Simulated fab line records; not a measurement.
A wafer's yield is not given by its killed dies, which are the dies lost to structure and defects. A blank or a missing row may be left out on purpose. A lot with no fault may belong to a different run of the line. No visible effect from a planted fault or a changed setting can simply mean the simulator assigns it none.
Split-lot experiment | flow n5-finfet | 21 wafers read from 7 lots, route of 1938 steps

== ON THE SPLIT ==
At N5_DUMMY_GATE_EXPOSE_12 (exposes mask GATE, target cd 25 nm), the setting dose-mj was moved away from the recipe's 34 on 4 of the 21 wafers read, by +5.4% to +7.2%. All remaining wafers had this setting at the recipe value.

== FROM THE SPLIT TO THE READING: what the file shows between them, 2 steps ==
- N5_DUMMY_GATE_PEB_13: peb time 60 s
- N5_DUMMY_GATE_DEVELOP_14: develop time 30 s

== THE READING ==
cd-nm (nm) at N5_DUMMY_GATE_CD_MEAS_15, where the cd target is 25.8 nm. On this fab line, fault-free wafers typically give 24.92 nm with a standard deviation of 0.23 nm.

wafer  | tool, chamber at the split | dose-mj as run | against the recipe | cd-nm, nm | against lot-mates on the recipe
L075.1 | euv-scanner-02, 0          | 34             | recipe             | 24.94     | -
L075.3 | euv-scanner-02, 0          | 34             | recipe             | 24.87     | -
L075.4 | euv-scanner-02, 0          | 34             | recipe             | 24.90     | -
L080.2 | euv-scanner-02, 0          | 34             | recipe             | 24.91     | -
L080.4 | euv-scanner-02, 0          | 34             | recipe             | 25.27     | -
L080.6 | euv-scanner-02, 0          | 34             | recipe             | 24.95     | -
L088.1 | euv-scanner-02, 0          | 34             | recipe             | 25.09     | -
L088.3 | euv-scanner-02, 0          | 34             | recipe             | 24.75     | -
L088.4 | euv-scanner-02, 0          | 34             | recipe             | 24.98     | -
L090.3 | euv-scanner-02, 0          | 36.46          | +7.2%              | 23.78     | -0.95
L090.4 | euv-scanner-02, 0          | 34             | recipe             | 24.90     | -
L090.6 | euv-scanner-02, 0          | 34             | recipe             | 24.55     | -
L091.3 | euv-scanner-02, 0          | 34             | recipe             | 25.26     | -
L091.5 | euv-scanner-02, 0          | 34             | recipe             | 24.91     | -
L091.6 | euv-scanner-02, 0          | 34             | recipe             | 25.08     | -
L093.2 | euv-scanner-02, 0          | 34             | recipe             | 24.71     | -
L093.3 | euv-scanner-02, 0          | 34             | recipe             | 24.83     | -
L093.6 | euv-scanner-02, 0          | 35.82          | +5.4%              | 23.73     | -1.04
L095.2 | euv-scanner-02, 0          | 35.98          | +5.8%              | 23.70     | -0.81
L095.3 | euv-scanner-02, 0          | 34             | recipe             | 24.51     | -
L095.5 | euv-scanner-02, 0          | 35.98          | +5.8%              | 24.05     | -0.46

THE FIT
A straight line over all 21 wafers: cd-nm changes by -0.177 nm for each +1% of dose-mj; r = -0.91; the points scatter about the line by 0.21 nm.
The same after taking each lot's own level away (the mean of its wafers on the recipe; 21 wafers): -0.133 nm for each +1%; r = -0.90; scatter 0.16 nm.
The reading moves by 0.96 nm for the largest change in dose-mj, on that fit.
Across the lots, their own levels run from 24.510 to 25.083 nm, a range of 2.5 times the standard deviation given above.
In other words, the slope is changed by the lot-to-lot level; the two fits disagree.
Check: -0.972 nm against its lot-mates is what the line predicts for one of the wafers moved furthest among these (+7.2%) when that wafer is left out of the fit. It came out at -0.945 nm against them.

== THE WHOLE CHAIN: every reading that the file lists as answering this split, in the file's order ==
step                     | what it does                                                   | reading                                                           | change (the file's fit)               | r (the file's)
N5_DUMMY_GATE_CD_MEAS_15 | target cd 25.8 nm                                              | cd-nm                                                             | -0.14 nm for each +1% of the setting  | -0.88
N5_DUMMY_GATE_TRIM_49    | chemistry O2, time 29 s, target cd 14 nm                       | DUMMY_GATE.cd-nm (the simulator's own value, which no gauge read) | -0.193 nm for each +1% of the setting | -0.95
N5_DUMMY_GATE_ETCH_44    | etches poly-Si in HBr/O2, stops on SiO2, target depth 127.5 nm | DUMMY_GATE.cd-nm (the simulator's own value, which no gauge read) | -0.161 nm for each +1% of the setting | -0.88
N5_DUMMY_GATE_ETCH_42    | etches SiO2 in CHF3/O2, target depth 3.5 nm, time 31 s         | DUMMY_GATE.cd-nm (the simulator's own value, which no gauge read) | -0.167 nm for each +1% of the setting | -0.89

== THE FILE'S OWN FIT ==
cd-nm changes by -0.14 nm for each +1% of dose-mj, r = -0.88.
